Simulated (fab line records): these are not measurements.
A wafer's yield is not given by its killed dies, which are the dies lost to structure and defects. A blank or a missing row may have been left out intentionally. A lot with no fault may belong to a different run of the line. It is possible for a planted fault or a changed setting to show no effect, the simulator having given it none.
Which tool is to blame? ; flow n5Finfet ; 72 wafers from 24 lots sampled at 6 of the route's 1938 steps

WHAT THE GAUGES READ, wafer by wafer
The record lacks any reading of a measuring or inspecting step that a usual standard deviation could be used to judge.

WHAT TOOL EACH LOT RAN ON (gives the tool, then ch and the chambers of the sampled wafers, and finally the start)
lot;N5_BEOL_M4_HM_DEP_02;N5_BEOL_M4_STRIP_19;N5_BEOL_M4_ETCH_70;N5_BEOL_M4_SPUTTER_79;N5_BEOL_M4_ANNEAL_80;N5_BEOL_M4_SPUTTER_94
L075;pvdSputter-02, day 7 12:18;rieDiel-02 ch 0,1,2, day 7 13:26;rieDiel-02 ch 0,3, day 7 14:46;pvdSputter-01, day 7 16:35;pvdSputter-01, day 7 16:40;pvdSputter-01, day 7 17:55
L074;pvdSputter-03, day 7 13:52;rieDiel-04 ch 0,1, day 7 14:52;rieDiel-02 ch 1,2, day 7 22:22;pvdSputter-02, day 8 00:22;pvdSputter-02, day 8 00:26;pvdSputter-02, day 8 01:41
L076;pvdSputter-03, day 7 18:54;rieDiel-06 ch 0,2,3, day 7 19:47;rieDiel-04 ch 0,1, day 7 23:37;pvdSputter-02, day 8 02:28;pvdSputter-02, day 8 02:32;pvdSputter-02, day 8 03:47
L077;pvdSputter-01, day 8 04:11;rieDiel-04 ch 1,3, day 8 05:11;rieDiel-02 ch 1,2,3, day 8 07:52;pvdSputter-01, day 8 09:37;pvdSputter-01, day 8 09:41;pvdSputter-01, day 8 10:56
L078;pvdSputter-01, day 8 08:25;rieDiel-06 ch 0,3, day 8 09:19;rieDiel-02 ch 2,3, day 8 11:19;pvdSputter-03, day 8 13:16;pvdSputter-03, day 8 13:21;pvdSputter-03, day 8 14:41
L079;pvdSputter-03, day 8 16:05;rieDiel-06 ch 0,2, day 8 17:11;rieDiel-06 ch 0,3, day 8 22:48;pvdSputter-01, day 9 00:47;pvdSputter-01, day 9 00:52;pvdSputter-01, day 9 02:06
L080;pvdSputter-03, day 8 20:40;rieDiel-04 ch 0,2,3, day 8 21:47;rieDiel-04 ch 0,2,3, day 8 23:14;pvdSputter-03, day 9 01:55;pvdSputter-03, day 9 01:59;pvdSputter-03, day 9 03:14
L081;pvdSputter-01, day 9 10:35;rieDiel-06 ch 0,1, day 9 12:05;rieDiel-06 ch 0,1, day 9 15:44;pvdSputter-02, day 9 17:44;pvdSputter-02, day 9 17:49;pvdSputter-02, day 9 19:04
L083;pvdSputter-02, day 9 11:47;rieDiel-04 ch 0,1,3, day 9 12:47;rieDiel-04 ch 0,2,3, day 9 19:07;pvdSputter-02, day 9 20:50;pvdSputter-02, day 9 20:55;pvdSputter-02, day 10 09:22
L082;pvdSputter-02, day 9 14:01;rieDiel-02 ch 0,3, day 9 14:54;rieDiel-04 ch 0,2,3, day 9 19:53;pvdSputter-01, day 9 23:10;pvdSputter-01, day 9 23:14;pvdSputter-01, day 10 00:29
L084;pvdSputter-02, day 9 15:49;rieDiel-02 ch 0,1,2, day 9 16:56;rieDiel-06 ch 0,1,2, day 10 12:52;pvdSputter-01, day 10 14:40;pvdSputter-01, day 10 14:44;pvdSputter-01, day 10 15:59
L085;pvdSputter-03, day 10 07:32;rieDiel-06 ch 0,3, day 10 08:40;rieDiel-06 ch 1,2,3, day 10 15:52;pvdSputter-01, day 10 17:38;pvdSputter-01, day 10 17:43;pvdSputter-01, day 10 18:57
L086;pvdSputter-02, day 10 14:02;rieDiel-06 ch 0,2, day 10 15:05;rieDiel-04 ch 1,2,3, day 10 16:17;pvdSputter-03, day 10 18:17;pvdSputter-03, day 10 18:22;pvdSputter-03, day 10 19:36
L087;pvdSputter-01, day 10 16:23;rieDiel-06 ch 0,1,3, day 10 17:31;rieDiel-06 ch 0,1, day 10 20:25;pvdSputter-03, day 10 22:18;pvdSputter-03, day 10 22:23;pvdSputter-03, day 10 23:37
L089;pvdSputter-02, day 11 03:35;rieDiel-06 ch 0,1,2, day 11 04:47;rieDiel-02 ch 0,2,3, day 11 09:59;pvdSputter-03, day 11 11:56;pvdSputter-03, day 11 12:01;pvdSputter-03, day 11 13:15
L088;pvdSputter-02, day 11 03:41;rieDiel-06 ch 0,2, day 11 04:54;rieDiel-06 ch 0,1,2, day 11 13:23;pvdSputter-01, day 11 15:20;pvdSputter-01, day 11 15:25;pvdSputter-01, day 11 16:40
L091;pvdSputter-01, day 11 14:42;rieDiel-06 ch 0,2, day 11 16:11;rieDiel-04 ch 1,2, day 11 16:59;pvdSputter-02, day 11 19:58;pvdSputter-02, day 11 20:03;pvdSputter-02, day 11 21:17
L092;pvdSputter-03, day 11 20:55;rieDiel-06 ch 1,2,3, day 11 21:48;rieDiel-04 ch 0,2, day 12 00:53;pvdSputter-02, day 12 03:20;pvdSputter-02, day 12 03:25;pvdSputter-02, day 12 04:39
L090;pvdSputter-02, day 11 21:52;rieDiel-04 ch 2,3, day 11 23:04;rieDiel-04 ch 1,2,3, day 12 02:24;pvdSputter-03, day 12 05:16;pvdSputter-03, day 12 05:21;pvdSputter-03, day 12 06:35
L093;pvdSputter-02, day 12 20:38;rieDiel-02 ch 0,2, day 12 21:40;rieDiel-06 ch 0,1,3, day 13 00:05;pvdSputter-03, day 13 01:40;pvdSputter-03, day 13 01:44;pvdSputter-03, day 13 02:59
L095;pvdSputter-02, day 13 00:04;rieDiel-06 ch 0,1,3, day 13 01:10;rieDiel-06 ch 0,1,2, day 13 01:58;pvdSputter-03, day 13 03:49;pvdSputter-03, day 13 03:54;pvdSputter-03, day 13 05:08
L094;pvdSputter-02, day 13 00:19;rieDiel-06 ch 1,2,3, day 13 01:26;rieDiel-06 ch 0,1,2, day 13 02:34;pvdSputter-02, day 13 04:50;pvdSputter-02, day 13 04:55;pvdSputter-02, day 13 06:10
L096;pvdSputter-02, day 13 00:41;rieDiel-06 ch 2,3, day 13 01:34;rieDiel-06 ch 0,1,3, day 13 02:56;pvdSputter-01, day 13 05:29;pvdSputter-01, day 13 05:34;pvdSputter-01, day 13 06:48
L097;pvdSputter-01, day 13 01:30;rieDiel-02 ch 0,2,3, day 13 02:44;rieDiel-02 ch 0,1, day 13 04:57;pvdSputter-02, day 13 07:12;pvdSputter-02, day 13 07:17;pvdSputter-02, day 13 08:31
- N5_BEOL_M4_HM_DEP_02: deposits TiN, target thk 20 nm.
- N5_BEOL_M4_STRIP_19: strips in O2.
- N5_BEOL_M4_ETCH_70: etches SOC in N2/H2, target depth 80 nm, overetch 24 nm, time 130 s.
- N5_BEOL_M4_SPUTTER_79: material Cu, target thk 4.5 nm, time 8.29 s.
- N5_BEOL_M4_ANNEAL_80: time 240 s.
- N5_BEOL_M4_SPUTTER_94: material Cu, target thk 4.5 nm, time 8.29 s.

WHAT THE TOOLS THEMSELVES READ (means of the sampled wafers that have a number; where no wafer has one, the mark that the record gives instead)
N5_BEOL_M4_HM_DEP_02.
lot;tool;throttleValvePct (%)
L075;pvdSputter-02;30.0
L074;pvdSputter-03;30.3
L076;pvdSputter-03;30.4
L077;pvdSputter-01;30.1
L078;pvdSputter-01;29.8
L079;pvdSputter-03;30.0
L080;pvdSputter-03;29.9
L081;pvdSputter-01;30.1
L083;pvdSputter-02;30.2
L082;pvdSputter-02;30.4
L084;pvdSputter-02;30.2
L085;pvdSputter-03;30.1
L086;pvdSputter-02;29.9
L087;pvdSputter-01;29.7
L089;pvdSputter-02;29.8
L088;pvdSputter-02;30.0
L091;pvdSputter-01;29.7
L092;pvdSputter-03;29.8
L090;pvdSputter-02;30.1
L093;pvdSputter-02;29.9
L095;pvdSputter-02;30.3
L094;pvdSputter-02;30.2
L096;pvdSputter-02;30.0
L097;pvdSputter-01;30.3

N5_BEOL_M4_STRIP_19.
lot;tool;drypumpMotorCurrentA (A);oesProductAu (a.u.);rfVppV (V);showerheadPlenumPTorr (Torr);throttleValvePct (%)
L075;rieDiel-02;5.6;0.80;3.8;2.05;16.74
L074;rieDiel-04;6.0;0.81;3.7;2.11;16.38
L076;rieDiel-06;5.6;0.77;3.2;2.06;16.68
L077;rieDiel-04;5.5;0.76;3.7;2.10;16.70
L078;rieDiel-06;5.5;0.71;3.8;2.07;16.70
L079;rieDiel-06;5.9;0.75;3.3;2.06;16.63
L080;rieDiel-04;5.6;0.84;3.3;2.12;16.38
L081;rieDiel-06;5.5;0.84;3.7;2.11;16.64
L083;rieDiel-04;5.7;0.77;3.6;2.11;16.57
L082;rieDiel-02;5.3;0.92;3.8;2.23;16.47
L084;rieDiel-02;5.5;0.86;3.4;2.13;16.62
L085;rieDiel-06;5.3;0.69;3.4;2.07;16.81
L086;rieDiel-06;5.9;0.74;4.1;2.05;16.65
L087;rieDiel-06;5.4;0.76;3.2;2.09;16.75
L089;rieDiel-06;5.7;0.80;3.5;2.08;16.65
L088;rieDiel-06;5.9;0.74;4.1;2.05;16.66
L091;rieDiel-06;6.0;0.77;3.4;2.05;16.65
L092;rieDiel-06;5.5;0.89;3.7;2.08;16.59
L090;rieDiel-04;5.4;0.79;3.9;2.10;16.61
L093;rieDiel-02;5.0;0.85;3.6;2.19;16.64
L095;rieDiel-06;5.4;0.83;3.8;2.08;16.62
L094;rieDiel-06;5.5;0.87;3.4;2.07;16.61
L096;rieDiel-06;5.4;0.93;3.9;2.05;16.53
L097;rieDiel-02;5.3;0.83;3.6;2.18;16.61

N5_BEOL_M4_ETCH_70.
lot;tool;drypumpMotorCurrentA (A);oesProductAu (a.u.);rfVppV (V);showerheadPlenumPTorr (Torr);throttleValvePct (%)
L075;rieDiel-02;5.3;0.54;523.0;2.50;17.92
L074;rieDiel-02;5.5;0.62;523.4;2.54;17.90
L076;rieDiel-04;5.8;0.56;524.3;2.54;17.76
L077;rieDiel-02;5.9;0.63;525.9;2.58;17.75
L078;rieDiel-02;5.2;0.60;526.6;2.61;17.88
L079;rieDiel-06;5.5;0.52;523.7;2.52;17.92
L080;rieDiel-04;5.7;0.62;524.0;2.57;17.54
L081;rieDiel-06;5.6;0.56;523.4;2.55;17.81
L083;rieDiel-04;5.6;0.61;525.6;2.57;17.56
L082;rieDiel-04;5.7;0.61;523.5;2.57;17.55
L084;rieDiel-06;5.7;0.60;523.9;2.53;17.79
L085;rieDiel-06;5.5;0.59;523.2;2.53;17.88
L086;rieDiel-04;5.4;0.57;524.2;2.54;17.81
L087;rieDiel-06;5.7;0.56;524.1;2.54;17.83
L089;rieDiel-02;5.3;0.62;528.4;2.65;17.77
L088;rieDiel-06;5.7;0.57;523.3;2.52;17.81
L091;rieDiel-04;5.2;0.58;525.0;2.54;17.71
L092;rieDiel-04;5.9;0.59;524.6;2.57;17.40
L090;rieDiel-04;5.4;0.56;523.5;2.54;17.84
L093;rieDiel-06;5.4;0.61;523.7;2.53;17.79
L095;rieDiel-06;5.7;0.57;523.6;2.52;17.83
L094;rieDiel-06;5.7;0.57;523.7;2.51;17.84
L096;rieDiel-06;5.4;0.61;522.9;2.53;17.80
L097;rieDiel-02;5.6;0.64;526.2;2.63;17.70

N5_BEOL_M4_SPUTTER_79.
lot;tool;throttleValvePct (%)
L075;pvdSputter-01;30.2
L074;pvdSputter-02;30.4
L076;pvdSputter-02;30.0
L077;pvdSputter-01;30.1
L078;pvdSputter-03;30.3
L079;pvdSputter-01;29.8
L080;pvdSputter-03;30.3
L081;pvdSputter-02;30.5
L083;pvdSputter-02;30.0
L082;pvdSputter-01;29.8
L084;pvdSputter-01;30.3
L085;pvdSputter-01;29.8
L086;pvdSputter-03;29.9
L087;pvdSputter-03;30.0
L089;pvdSputter-03;30.4
L088;pvdSputter-01;29.9
L091;pvdSputter-02;29.8
L092;pvdSputter-02;30.2
L090;pvdSputter-03;29.9
L093;pvdSputter-03;30.1
L095;pvdSputter-03;30.0
L094;pvdSputter-02;30.3
L096;pvdSputter-01;30.3
L097;pvdSputter-02;30.2

N5_BEOL_M4_ANNEAL_80.
lot;tool;heaterPowerW (W)
L075;pvdSputter-01;857
L074;pvdSputter-02;937
L076;pvdSputter-02;896
L077;pvdSputter-01;914
L078;pvdSputter-03;749
L079;pvdSputter-01;866
L080;pvdSputter-03;791
L081;pvdSputter-02;1029
L083;pvdSputter-02;903
L082;pvdSputter-01;935
L084;pvdSputter-01;838
L085;pvdSputter-01;924
L086;pvdSputter-03;809
L087;pvdSputter-03;816
L089;pvdSputter-03;743
L088;pvdSputter-01;925
L091;pvdSputter-02;1007
L092;pvdSputter-02;940
L090;pvdSputter-03;816
L093;pvdSputter-03;795
L095;pvdSputter-03;817
L094;pvdSputter-02;1044
L096;pvdSputter-01;877
L097;pvdSputter-02;910

N5_BEOL_M4_SPUTTER_94.
lot;tool;throttleValvePct (%)
L075;pvdSputter-01;30.4
L074;pvdSputter-02;30.4
L076;pvdSputter-02;29.9
L077;pvdSputter-01;30.2
L078;pvdSputter-03;30.2
L079;pvdSputter-01;30.0
L080;pvdSputter-03;30.2
L081;pvdSputter-02;30.3
L083;pvdSputter-02;30.1
L082;pvdSputter-01;30.0
L084;pvdSputter-01;30.2
L085;pvdSputter-01;29.8
L086;pvdSputter-03;29.9
L087;pvdSputter-03;29.9
L089;pvdSputter-03;30.5
L088;pvdSputter-01;29.8
L091;pvdSputter-02;29.9
L092;pvdSputter-02;30.1
L090;pvdSputter-03;30.0
L093;pvdSputter-03;30.1
L095;pvdSputter-03;30.1
L094;pvdSputter-02;30.3
L096;pvdSputter-01;30.2
L097;pvdSputter-02;29.9

THE ANSWER, worked out from the rows above alone
Rule: the usual values come from the lots themselves. The widest of any qualifying gaps counts: lots, ordered by their means at a reading, are off when they make up no more than a third of the lots, leave a main group of 4 or more, and stand apart from it by 3 or more times the standard deviation of that group's means. A main group whose means are all the same, to the digits that the tables above print for the reading, isn't used. A lot without any number at a reading at which 4 lots or more have one is off too. Any other lot the step has rows for is counted as sound. After the gauges, taken in route order, come the tools' own readings; for these a lot's mean is taken, as printed above. At the first step where some lot is off, the reading lying furthest off is the one used; lots without a number count as furthest.
None of the lots is off at any reading shown; this tells nothing.

WHAT THE SIMULATOR PUT IN
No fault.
